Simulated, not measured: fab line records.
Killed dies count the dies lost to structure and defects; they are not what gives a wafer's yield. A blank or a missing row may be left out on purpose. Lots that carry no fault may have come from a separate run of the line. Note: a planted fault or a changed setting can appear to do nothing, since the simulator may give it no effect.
Problem report in the 8D (eight disciplines) form, filled by code ; flow n5 finfet ; the parts of the form that need people (team, actions taken, sign-off) are left out

== 1. WHAT WENT WRONG ==
Wafers with no fault read 1.003 a.u. with a standard deviation of 0.018, whereas oes product au at N5_BEOL_M0_SAQP_MANDREL1_REMOVE_100 reads a mean of 0.514 a.u. on 1 wafer of 1 lot. That puts it -27 standard deviations away from the usual mean.
The step: chemistry HBr/Cl2/O2, target a-Si, stops on SiNx, bt time 10 s.
First observed at day 8 05:01: wafer L633.4, on rie si-04. The record holds 17 wafers of 7 lots with a number at this step. Rule for "out", or "out of limits": more than 4 standard deviations from the usual mean. The rest of the wafers with a number are treated as sound.

== 2. WHAT THIS IS AND IS NOT ==
question;is;is not
which readings at this step;oes product au;O2_flow_sccm, chamber pressure mTorr, drypump motor current A, he backside leak sccm, mfc cl2 sccm, throttle valve pct
which lots;L633;L623, L625, L627, L631, L638, L643
which wafers of those lots;L633.4;L633.1, L633.2
read on which tools;rie si-04;rie si-02, rie si-06
when;from day 8 05:01;"up to then (12 sound wafers); but 4 sound wafers of L638, L643 came after"

== 3. THE SUSPECTS, EACH WITH WHAT RULES IT OUT ==
Counting: if a tool at a process step up to the reading ran every lot that is out, it stays a suspect. Sound lots after the first of them don't rule it out here, since some wafers of a struck lot are sound.
- rie diel-01 at N5_BEOL_M0_SAQP_STRIP_86 (strips in N2/H2): kept. It processed L633, the lot that is out, at day 8 03:50, and its most recent sound lot before then was L627 at day 6 15:56.
- rie diel-04 at N5_BEOL_M0_SAQP_SPACER1_ETCHBACK_99 (etches SiO2 in CHF3/O2, target depth 15.4 nm, time 7.7 s): kept. It processed L633, the lot that is out, at day 8 04:56, and its most recent sound lot before then was L627 at day 6 16:58.
- rie si-04 at N5_BEOL_M0_SAQP_MANDREL1_REMOVE_100 (chemistry HBr/Cl2/O2, target a-Si, stops on SiNx, bt time 10 s): kept. It processed L633, the lot that is out, at day 8 05:01, and its most recent sound lot before then was L627 at day 6 17:01. Its own oes product au readings are out on those wafers.
- rie diel-01, N5_BEOL_M0_SAQP_STRIP_86: wafers that are out in chamber 0, sound lot-mates in chambers 1, 3.
- rie diel-04, N5_BEOL_M0_SAQP_SPACER1_ETCHBACK_99: wafers that are out in chamber 1, sound lot-mates in chambers 2, 3.
- rie si-04, N5_BEOL_M0_SAQP_MANDREL1_REMOVE_100: wafers that are out in chamber 3, sound lot-mates in chambers 1, 2.
The count leaves rie diel-01 at N5_BEOL_M0_SAQP_STRIP_86, rie diel-04 at N5_BEOL_M0_SAQP_SPACER1_ETCHBACK_99, and rie si-04 at N5_BEOL_M0_SAQP_MANDREL1_REMOVE_100.

== 4. THE CAUSE (what the simulator had put in) ==
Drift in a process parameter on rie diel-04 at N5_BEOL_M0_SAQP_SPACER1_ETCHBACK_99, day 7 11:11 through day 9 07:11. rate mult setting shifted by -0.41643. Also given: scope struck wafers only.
Counting left 3 suspects, and this tool is among them.

== 5. THE CHAIN OF EFFECTS, in route order ==
Each row: a reading where the mean over the struck wafers with a number is more than 3 standard deviations away from the usual. Readings are gone through only where the record gives a usual standard deviation; hours: the median, over the lots, of the time from a lot's start at the first step in this table giving one to that lot's start at this step; sigmas: the change measured in usual standard deviations.
hours;step;reading;usual;on struck wafers;change;sigmas
0;N5_BEOL_M0_SAQP_MANDREL1_REMOVE_100;oes product au;1.003 a.u.;0.514;-0.489;-27
0;N5_BEOL_M0_SAQP_ETCH_101;oes product au;0.80 a.u.;0.38;-0.42;-5.2
158;N5_PASSIVATION_PROBE_49;defect limited yield;91.3 %;15.3;-76.0;-54
158;N5_PASSIVATION_PROBE_49;killed_at_M0_to_M3;32;921;+889;+94
158;N5_PASSIVATION_PROBE_49;killed dies;103;1000;+897;+53
158;N5_PASSIVATION_PROBE_49;killed on rim;14;151;+137;+34
158;N5_PASSIVATION_PROBE_49;sort_bin_5_function;5.0 %;81.7;+76.7;+84
158;N5_PASSIVATION_PROBE_49;sort n pass;1076;180;-896;-53
158;N5_PASSIVATION_PROBE_49;sort yield pct;91.2 %;15.3;-75.9;-54
Here are the process steps it includes:
- N5_BEOL_M0_SAQP_MANDREL1_REMOVE_100: chemistry HBr/Cl2/O2, target a-Si, stops on SiNx, bt time 10 s.
- N5_BEOL_M0_SAQP_ETCH_101: etches SiNx in CH3F/O2, target depth 29.9 nm, time 42.7 s.
- N5_PASSIVATION_PROBE_49
Readings that are blank on the struck wafers while sound wafers have them: cd nm at N5_BEOL_M0_SAQP_CD_MEAS_25.

== 6. WHAT WOULD HAVE CAUGHT IT SOONER ==
First out-of-limits reading in this record: day 8 05:01, which is 18 hours after fault onset at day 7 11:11.
Of the tool readings at N5_BEOL_M0_SAQP_SPACER1_ETCHBACK_99 for which the record gives a usual standard deviation, none was out on any struck wafer, so an alarm limit of 4 standard deviations on them would not have fired.
All the lots that are out (1) had begun N5_BEOL_M0_SAQP_SPACER1_ETCHBACK_99 on rie diel-04 by day 8 05:01. Tool hold at that time: it would have spared none of them.
